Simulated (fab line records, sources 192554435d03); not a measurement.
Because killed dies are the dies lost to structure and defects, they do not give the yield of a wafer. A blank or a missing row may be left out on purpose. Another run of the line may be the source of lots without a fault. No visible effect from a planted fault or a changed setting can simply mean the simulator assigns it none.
The tool behind it: which one? -- flow n5 finfet -- 7 lots, 21 wafers sampled, at 7 steps of a route of 1938

== WHAT THE GAUGES SHOWED, per wafer ==
N5_BEOL_M4_RC_MEAS_101.
lot,measured,on,DIBL_N (mV/V)
L172,day 9 07:14,prober-01,36.3 35.4 36.7
L180,day 11 02:08,prober-01,35.6 34.6 34.9
L183,day 11 22:08,prober-02,32.9 35.7 34.3
L188,day 12 19:14,prober-02,36.4 39.3 37.4

== WHICH TOOL RAN EACH LOT (tool, then ch and the chambers of the sampled wafers, then the start) ==
lot,N5_GATE_CUT_HM_DEP_46,N5_GATE_CUT_DESCUM_18,N5_GATE_CUT_HM_OPEN_40,N5_GATE_CUT_STRIP_41,N5_GATE_CUT_ETCH_19,N5_GATE_CUT_VAPOR_ETCH_51
L172,"pecvd-04 ch 0,1,2, day 5 13:20","rie diel-01 ch 0,1,2, day 5 13:48","rie diel-01 ch 0,1,2, day 5 13:58","rie diel-01 ch 0,1,2, day 5 14:02","rie diel-01 ch 0,1,2, day 5 14:05","rie metal-02 ch 0,1, day 5 14:26"
L176,"pecvd-03 ch 0,1, day 6 12:50","rie diel-01 ch 0,2,3, day 6 13:26","rie diel-01 ch 0,2,3, day 6 13:35","rie diel-01 ch 0,2,3, day 6 13:39","rie diel-01 ch 0,2,3, day 6 13:43","rie metal-01 ch 0,1, day 6 14:04"
L177,"pecvd-02 ch 1,2, day 6 17:52","rie diel-01 ch 0,1,2, day 6 18:20","rie diel-01 ch 0,1,2, day 6 18:30","rie diel-01 ch 0,1,2, day 6 18:34","rie diel-01 ch 0,1,2, day 6 18:37","rie metal-01 ch 0,1, day 6 18:58"
L178,"pecvd-04 ch 0,1,2, day 7 01:49","rie diel-01 ch 0,1,2, day 7 02:25","rie diel-01 ch 0,1,2, day 7 02:34","rie diel-01 ch 0,1,2, day 7 02:38","rie diel-01 ch 0,1,2, day 7 02:41","rie metal-02 ch 0,1, day 7 03:02"
L180,"pecvd-02 ch 1,2, day 7 12:13","rie diel-01 ch 0,2,3, day 7 12:55","rie diel-01 ch 0,2,3, day 7 13:04","rie diel-01 ch 0,2,3, day 7 13:08","rie diel-01 ch 0,2,3, day 7 13:11","rie metal-01 ch 0,1, day 7 13:32"
L183,"pecvd-04 ch 1,2, day 8 08:56","rie diel-01 ch 0,1, day 8 09:37","rie diel-01 ch 0,1, day 8 09:46","rie diel-01 ch 0,1, day 8 09:50","rie diel-01 ch 0,1, day 8 09:53","rie metal-01 ch 0,1, day 8 10:14"
L188,"pecvd-03 ch 0,1,2, day 9 16:11","rie diel-01 ch 0,1,3, day 9 16:38","rie diel-01 ch 0,1,3, day 9 16:49","rie diel-01 ch 0,1,3, day 9 16:52","rie diel-01 ch 0,1,3, day 9 16:56","rie metal-01 ch 0,1, day 9 17:17"
- N5_GATE_CUT_HM_DEP_46: deposits SiO2 from TEOS/O2, target thk 130 nm, time 26.6 s.
- N5_GATE_CUT_DESCUM_18: chemistry O2, time 7 s.
- N5_GATE_CUT_HM_OPEN_40: chemistry C4F6/O2, target SiO2, target depth 139 nm, time 85.1 s.
- N5_GATE_CUT_STRIP_41: strips in CF4.
- N5_GATE_CUT_ETCH_19: etches SiNx in CH3F/O2, target depth 53.7 nm, time 76.7 s.
- N5_GATE_CUT_VAPOR_ETCH_51: etches HfO2 in BCl3/Cl2.

== THE ANSWER, worked out from the rows above alone ==
Rule: usual is defined by the lots themselves. Put in order of their means at a reading, lots are off if they are a third of the lots or fewer, leave a main group of 4 or more, and stand apart from it by a gap of 3 or more times the standard deviation of the main group's means; of several such gaps the widest counts. A main group is skipped when, at the precision printed for the reading in the tables above, its means are all equal. Also off: a lot with no number at a reading for which 4 or more lots have one. All remaining lots with rows at the step are treated as sound.
No lot is off at any reading shown: from this, nothing can be told.

== WHAT THE SIMULATOR HAD PUT IN ==
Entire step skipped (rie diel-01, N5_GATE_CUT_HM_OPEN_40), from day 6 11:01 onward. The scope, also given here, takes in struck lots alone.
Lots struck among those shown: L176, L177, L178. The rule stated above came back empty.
